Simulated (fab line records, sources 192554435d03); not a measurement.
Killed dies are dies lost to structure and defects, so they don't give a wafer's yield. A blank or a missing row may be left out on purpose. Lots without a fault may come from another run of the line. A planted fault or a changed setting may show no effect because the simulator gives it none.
Chamber matching | flow n5_finfet | N5_STI_FIN_REVEAL_STRIP_24 on rie_diel-01: 4 sister chambers
The step strips in N2/H2, time 90 s. 16 wafers are shown with their chamber, then 8 later ones without.

WAFERS WITH THEIR CHAMBER
wafer  | chamber | showerhead_plenum_p_Torr (Torr) | throttle_valve_pct (%) | drypump_motor_current_A (A)
L074.1 | 2       | 3.46                            | 12.44                  | 5.6
L074.2 | 0       | 3.53                            | 12.05                  | 5.7
L074.5 | 1       | 3.46                            | 12.17                  | 5.6
L075.3 | 1       | 3.46                            | 12.18                  | 5.5
L075.4 | 0       | 3.53                            | 12.04                  | 5.7
L075.5 | 2       | 3.46                            | 12.44                  | 5.6
L077.3 | 2       | 3.46                            | 12.45                  | 5.6
L077.4 | 3       | 3.43                            | 11.79                  | 4.8
L077.5 | 1       | 3.46                            | 12.20                  | 5.5
L082.1 | 3       | 3.43                            | 11.81                  | 4.8
L082.3 | 1       | 3.46                            | 12.22                  | 5.5
L082.4 | 0       | 3.52                            | 12.07                  | 5.7
L083.2 | 3       | 3.43                            | 11.81                  | 4.8
L083.3 | 0       | 3.52                            | 12.08                  | 5.7
L083.6 | 0       | 3.52                            | 12.08                  | 5.6
L084.3 | 0       | 3.52                            | 12.09                  | 5.7

SIGNATURES (means of the wafers above)
reading                  | chamber 0 | chamber 1 | chamber 2 | chamber 3 | scatter within a chamber
showerhead_plenum_p_Torr | 3.5233    | 3.4600    | 3.4600    | 3.4300    | 0.00333
throttle_valve_pct       | 12.0683   | 12.1925   | 12.4433   | 11.8033   | 0.0175
drypump_motor_current_A  | 5.683     | 5.525     | 5.600     | 4.800     | 0.0363
Rule: a wafer's distance from a chamber is the root of the sum, over the readings, of the square of ((its reading less the chamber's mean) divided by the reading's scatter). The wafer belongs to the nearest chamber; if the next one is less than 2 further off, it can't be placed. The scatter: the root of (the sum of the squares of (reading less its chamber's mean) over the shown wafers, divided by (wafers less chambers)).

WAFERS WITHOUT THEIR CHAMBER
wafer  | showerhead_plenum_p_Torr (Torr) | throttle_valve_pct (%) | drypump_motor_current_A (A)
L084.5 | 3.45                            | 12.23                  | 5.5
L084.6 | 3.52                            | 12.09                  | 5.7
L095.4 | 3.51                            | 12.14                  | 5.7
L095.5 | 3.44                            | 11.65                  | 5.6
L095.6 | 3.44                            | 11.90                  | 5.6
L096.1 | 3.44                            | 11.67                  | 5.5
L096.3 | 3.50                            | 12.16                  | 5.7
L096.5 | 3.50                            | 12.15                  | 5.7

WHICH CHAMBER EACH WENT THROUGH
wafer  | from the rows above | in truth
L084.5 | 1                   | 1
L084.6 | 0                   | 0
L095.4 | 0                   | 0
L095.5 | 3                   | 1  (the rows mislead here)
L095.6 | 1                   | 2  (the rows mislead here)
L096.1 | 3                   | 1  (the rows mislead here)
L096.3 | 0                   | 0
L096.5 | 0                   | 0
Placed correctly: 5 of 8. Can't be placed from these rows: 0. Placed wrongly: 3.
